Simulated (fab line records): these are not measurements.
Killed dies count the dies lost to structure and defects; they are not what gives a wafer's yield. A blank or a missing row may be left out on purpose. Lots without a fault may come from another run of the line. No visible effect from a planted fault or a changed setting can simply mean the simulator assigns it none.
Which tool is to blame? + flow nand_harc + Sampling: 6 lots, 18 wafers, 5 of 1302 route steps

WHAT EACH GAUGE READ, for each wafer
NHARC_END_SORT_01.
| lot  | measured     | on        | killed_at_other |
|------|--------------|-----------|-----------------|
| L435 | day 25 08:07 | prober-01 | 1 0 1           |
| L437 | day 25 18:25 | prober-01 | 0 0 1           |
| L440 | day 27 18:47 | prober-01 | 2 1 1           |

TOOL THAT RAN EACH LOT (tool first, then ch and the chambers of the sampled wafers, then the start)
| lot  | NHARC_A_SLIT_ETCH_29               | NHARC_A_WL_FILL_RTA_01           | NHARC_A_WL_FILL_ETCHBACK_26      | NHARC_A_WL_FILL_ALD_19              |
|------|------------------------------------|----------------------------------|----------------------------------|-------------------------------------|
| L435 | rie_diel-12 ch 1,3, day 21 03:52   | rtp_anneal-01 ch 0, day 21 11:23 | rie_si-02 ch 0,3, day 22 04:45   | ald_metal-01 ch 1,2,3, day 22 05:01 |
| L437 | rie_diel-12 ch 1,3, day 21 11:25   | rtp_anneal-02 ch 0, day 21 18:53 | rie_si-03 ch 0,1, day 22 08:56   | ald_metal-03 ch 1,2,3, day 22 09:14 |
| L440 | rie_diel-12 ch 1,2,3, day 23 12:24 | rtp_anneal-02 ch 0, day 23 19:51 | rie_si-02 ch 0,1,3, day 24 14:29 | ald_metal-01 ch 0,1,3, day 24 14:45 |
| L441 | rie_diel-03 ch 2,3, day 24 00:35   | rtp_anneal-01 ch 0, day 24 08:04 | rie_si-02 ch 2,3, day 25 02:05   | ald_metal-03 ch 0,1, day 25 02:20   |
| L452 | rie_diel-07 ch 0,1, day 28 14:20   | rtp_anneal-01 ch 0, day 28 21:52 | rie_si-05 ch 0,3, day 29 14:43   | ald_metal-03 ch 1,2,3, day 29 15:02 |
| L455 | rie_diel-07 ch 0,1,3, day 29 20:53 | rtp_anneal-01 ch 0, day 30 04:28 | rie_si-05 ch 1,2, day 30 21:37   | ald_metal-02 ch 1,2, day 30 21:53   |
- NHARC_A_SLIT_ETCH_29: etches the open film in CF4/O2, target depth 100 nm, overetch 10 nm, time 55 s.
- NHARC_A_WL_FILL_RTA_01: time 5 s.
- NHARC_A_WL_FILL_ETCHBACK_26: etches the open film in HBr, target depth 52 nm, time 13.3 s.
- NHARC_A_WL_FILL_ALD_19: deposits TiN, target thk 2 nm, pulse time 3 s, ald cycles 100.

THE ANSWER, worked out from the rows above alone
Rule: usual is defined by the lots themselves. The widest of any qualifying gaps counts: lots, ordered by their means at a reading, are off when they make up no more than a third of the lots, leave a main group of 4 or more, and stand apart from it by 3 or more times the standard deviation of that group's means. A main group whose means are all the same, to the digits that the tables above print for the reading, isn't used. A lot without any number at a reading at which 4 lots or more have one is off too. Where the step has rows for the other lots, those lots are counted as sound.
No lot is off on any of the readings shown, so nothing can be concluded from this.

WHAT HAD BEEN PUT IN BY THE SIMULATOR
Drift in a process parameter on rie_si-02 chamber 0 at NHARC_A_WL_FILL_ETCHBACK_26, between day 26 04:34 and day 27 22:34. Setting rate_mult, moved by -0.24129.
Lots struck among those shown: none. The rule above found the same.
